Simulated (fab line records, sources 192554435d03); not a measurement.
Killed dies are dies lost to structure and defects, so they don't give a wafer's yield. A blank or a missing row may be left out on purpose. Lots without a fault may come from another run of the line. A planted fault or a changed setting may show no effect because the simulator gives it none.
A struck lot beside a sound one | flow n5_finfet | 16 steps out of a route of 1938
Sound: wafers L622.1, L622.4, L622.6. Struck: wafers L630.1, L630.4. (L630.2 of the same lot was not struck and is left out.) The cause comes at the end.
At each step with rows: each side's tool, then ch and its chambers, then its first start. Under that, the readings that differ: sound wafers | struck wafers | difference of the means | sigmas: that difference in standard deviations of wafers without a fault.
alike: readings whose means differ by less than 2 such deviations, and words and numbers that are the same on both sides. not compared: withheld readings, readings that some wafer has no value for, bounds like >300 that may hide the same value, and numbers for which the record gives no deviation and whose values overlap.
The two part at a step that has a row with sigmas, a row that says differs or no value, or rows on one side only. Numbers that don't overlap but have no deviation are shown without sigmas and don't part them. A reading that every wafer of one side lacks parts them only if that side has two wafers or more.

first, 4 steps without rows for these wafers: N5_SD_EPI_P_SOFTBAKE_04 (time 60 s); N5_SD_EPI_P_EXPOSE_06 (exposes mask SD P BLK, target cd 240 nm); N5_SD_EPI_P_PEB_07 (peb time 60 s); N5_SD_EPI_P_DEVELOP_08 (develop time 30 s).
N5_SD_EPI_P_CD_MEAS_09: target cd 240 nm.
  sound on cd_sem-01 ch 0, day 5 02:17; struck on cd_sem-02 ch 0, day 6 16:07
  alike: cd_nm
N5_SD_EPI_P_OVL_MEAS_10:
  sound on overlay-02 ch 0, day 5 02:19; struck on overlay-01 ch 0, day 6 16:09
  alike: SD_P_BLK_OVL
N5_SD_EPI_P_INSPECT_11: inspects for defects (macro).
  sound on defect_inspect-01, day 5 02:20; struck on defect_inspect-02, day 6 16:11
  alike: raw_defect_count
N5_SD_EPI_P_DESCUM_14: chemistry O2, time 7.9 s.
  sound on rie_diel-02 ch 0,1,3, day 5 02:23; struck on rie_diel-02 ch 1,2, day 6 16:13
  alike: drypump_motor_current_A, oes_product_au, rf_vpp_V, showerhead_plenum_p_Torr, throttle_valve_pct
  not compared: rf_hours_counter_h
N5_SD_EPI_P_ETCH_36: etches SiARC in CF4, target depth 45.5 nm, time 75.8 s.
  sound on rie_diel-02 ch 0,1,3, day 5 02:25; struck on rie_diel-02 ch 1,2, day 6 16:15
  alike: drypump_motor_current_A, etch_rf_on_time_s, oes_product_au, rf_vpp_V, showerhead_plenum_p_Torr, throttle_valve_pct
  not compared: rf_hours_counter_h
N5_SD_EPI_P_ETCH_37: etches SOC in N2/H2, overetch 108 nm, time 486 s.
  sound on rie_diel-02 ch 0,1,3, day 5 02:28; struck on rie_diel-02 ch 1,2, day 6 16:18
  alike: drypump_motor_current_A, oes_product_au, rf_vpp_V, showerhead_plenum_p_Torr, throttle_valve_pct
  not compared: rf_hours_counter_h
then, 1 step without rows for these wafers: N5_SD_EPI_P_STRIP_38 (strips in N2/H2).
N5_SD_EPI_P_ETCHBACK_46: etches SiNx in CH3F/O2, stops on SiO2, target depth 17.5 nm.
  sound on rie_diel-02 ch 0,1,3, day 5 02:47; struck on rie_diel-02 ch 1,2, day 6 16:38
  alike: drypump_motor_current_A, oes_ar_750_au, oes_product_au, rf_vpp_V, showerhead_plenum_p_Torr, throttle_valve_pct
  not compared: rf_hours_counter_h
N5_SD_EPI_P_ETCH_47: etches SiOCN in CH3F/O2, target depth 25 nm.
  sound on rie_diel-02 ch 0,1,3, day 5 02:53; struck on rie_diel-02 ch 1,2, day 6 16:44
  reading                  | sound             | struck      | difference | sigmas
  oes_product_au (a.u.)    | 0.81 0.68 0.76    | 0.98 0.97   | +0.22      | +2
  model.etch.depth_nm (nm) | 25.68 24.47 25.25 | 35.02 34.33 | +9.54      |
  alike: drypump_motor_current_A, oes_ar_750_au, rf_vpp_V, showerhead_plenum_p_Torr, throttle_valve_pct
  not compared: rf_hours_counter_h
N5_SD_EPI_P_ETCH_16: etches SiO2 in CHF3/O2, target depth 5 nm.
  sound on rie_diel-02 ch 0,1,3, day 5 02:59; struck on rie_diel-02 ch 1,2, day 6 16:50
  alike: CHF3_flow_sccm, drypump_motor_current_A, oes_ar_750_au, oes_product_au, rf_vpp_V, showerhead_plenum_p_Torr, throttle_valve_pct
  not compared: rf_hours_counter_h
-- the record jumps here: 7 days lie between the struck wafers' starts before and after (it left off in module SD_EPI_P and takes up again in module BEOL_M4, whose first step shown is number 1111 of the route) --
N5_BEOL_M4_RC_MEAS_101:
  sound on prober-01 ch 0, day 12 01:31; struck on prober-02 ch 0, day 14 04:02
  alike: DIBL_N, DIBL_P, IOFF_N, IOFF_P, ION_N, ION_P, SS_N, SS_P, VT_N, VT_P
-- the record jumps here: 5 days lie between the struck wafers' starts before and after (it left off in module BEOL_M4 and takes up again in module PASSIVATION, whose first step shown is number 1936 of the route) --
N5_PASSIVATION_PROBE_49:
  the record has rows for the struck wafers here (prober-01, day 18 18:19) and none for the sound ones

WHERE THEY PART
First at N5_SD_EPI_P_ETCH_47; last, within this record, at N5_PASSIVATION_PROBE_49.

WHY: what the simulator had put in
Process parameter drift: rie_diel-02, from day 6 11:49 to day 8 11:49, at N5_SD_EPI_P_ETCH_47. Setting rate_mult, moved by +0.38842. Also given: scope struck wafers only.
